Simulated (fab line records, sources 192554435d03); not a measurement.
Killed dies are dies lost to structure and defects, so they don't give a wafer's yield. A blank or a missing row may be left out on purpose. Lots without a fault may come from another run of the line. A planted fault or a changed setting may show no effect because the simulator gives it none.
Problem report in the 8D (eight disciplines) form, filled by code | flow n5_finfet | the parts of the form that need people (team, actions taken, sign-off) are left out

1. THE PROBLEM
killed_at_M4_up at N5_PASSIVATION_PROBE_49 reads a mean of 108 on 6 wafers of 2 lots; wafers without a fault read 13 with a standard deviation of 5.6. That is +17 standard deviations from the usual mean.
First seen on wafer L347.1, day 15 01:50, on prober-01. The record holds 9 wafers of 3 lots with a number at this step. Rule for "out", or "out of limits": more than 4 standard deviations from the usual mean. The other wafers with a number count as sound.

2. WHAT IT IS AND WHAT IT IS NOT
question                    | is                                                                                                   | is not
which readings at this step | killed_at_M4_up, defect_limited_yield, killed_dies, sort_bin_5_function, sort_n_pass, sort_yield_pct | killed_at_contacts, killed_at_front_end, killed_at_other, killed_open, killed_short
which lots                  | L347, L348                                                                                           | L339
which wafers of those lots  | all that have a number                                                                               | -
read on which tools         | prober-01                                                                                            | prober-02
when                        | from day 15 01:50                                                                                    | up to then (3 sound wafers)

3. SUSPECTS, AND WHAT RULES EACH OUT
Counting: a tool at a process step up to the reading stays a suspect if it ran every lot that is out and no sound lot after the first of them.
- ald_metal-03 at N5_BEOL_M7_ALD_77 (deposits TaN, target thk 2 nm, pulse time 2 s, purge time 3 s): kept. It ran every lot that is out, first L347 (day 11 20:26), and no sound lot after that; its last sound lot up to then is L339 (day 10 06:17).
- prober-01 at N5_PASSIVATION_PROBE_49: kept. It ran every lot that is out, first L347 (day 15 01:50), and no sound lot after that. Its own readings are out on those wafers: defect_limited_yield, killed_at_M4_up, killed_dies, sort_bin_5_function, sort_n_pass, sort_yield_pct.
Left after counting: ald_metal-03 at N5_BEOL_M7_ALD_77, prober-01 at N5_PASSIVATION_PROBE_49.

4. THE CAUSE (what the simulator had put in)
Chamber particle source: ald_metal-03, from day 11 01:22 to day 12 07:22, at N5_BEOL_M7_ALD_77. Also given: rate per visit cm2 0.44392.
Counting left 2 suspects, and this tool is among them.

5. THE CHAIN OF EFFECTS, in route order
Each row: a reading whose mean over the struck wafers that have a number lies more than 3 standard deviations from the usual. Only readings for which the record gives a usual standard deviation are gone through. hours: the time from each lot's start at the first step in this table that gives one to its start at this step, as a median over the lots. sigmas: the change in usual standard deviations.
hours | step                    | reading              | usual  | on struck wafers | change | sigmas
0     | N5_PASSIVATION_PROBE_49 | defect_limited_yield | 91.2 % | 83.6             | -7.6   | -5.1
0     | N5_PASSIVATION_PROBE_49 | killed_at_M4_up      | 13     | 108              | +95    | +17
0     | N5_PASSIVATION_PROBE_49 | killed_dies          | 104    | 193              | +89    | +5.0
0     | N5_PASSIVATION_PROBE_49 | sort_bin_5_function  | 5.2 %  | 10.9             | +5.7   | +6.0
0     | N5_PASSIVATION_PROBE_49 | sort_n_pass          | 1076   | 987              | -89    | -5.0
0     | N5_PASSIVATION_PROBE_49 | sort_yield_pct       | 91.2 % | 83.6             | -7.6   | -5.1
The process steps in it:
- N5_PASSIVATION_PROBE_49

6. WHAT WOULD HAVE CAUGHT IT SOONER
In this record the first reading out of limits was taken at day 15 01:50, 96 hours after the fault began at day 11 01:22.
Of the tool readings at N5_BEOL_M7_ALD_77 for which the record gives a usual standard deviation, none was out on any struck wafer, so an alarm limit of 4 standard deviations on them would not have fired.
All the lots that are out (2) had begun N5_BEOL_M7_ALD_77 on ald_metal-03 by day 15 01:50. A hold on the tool at that time would have spared none of them.
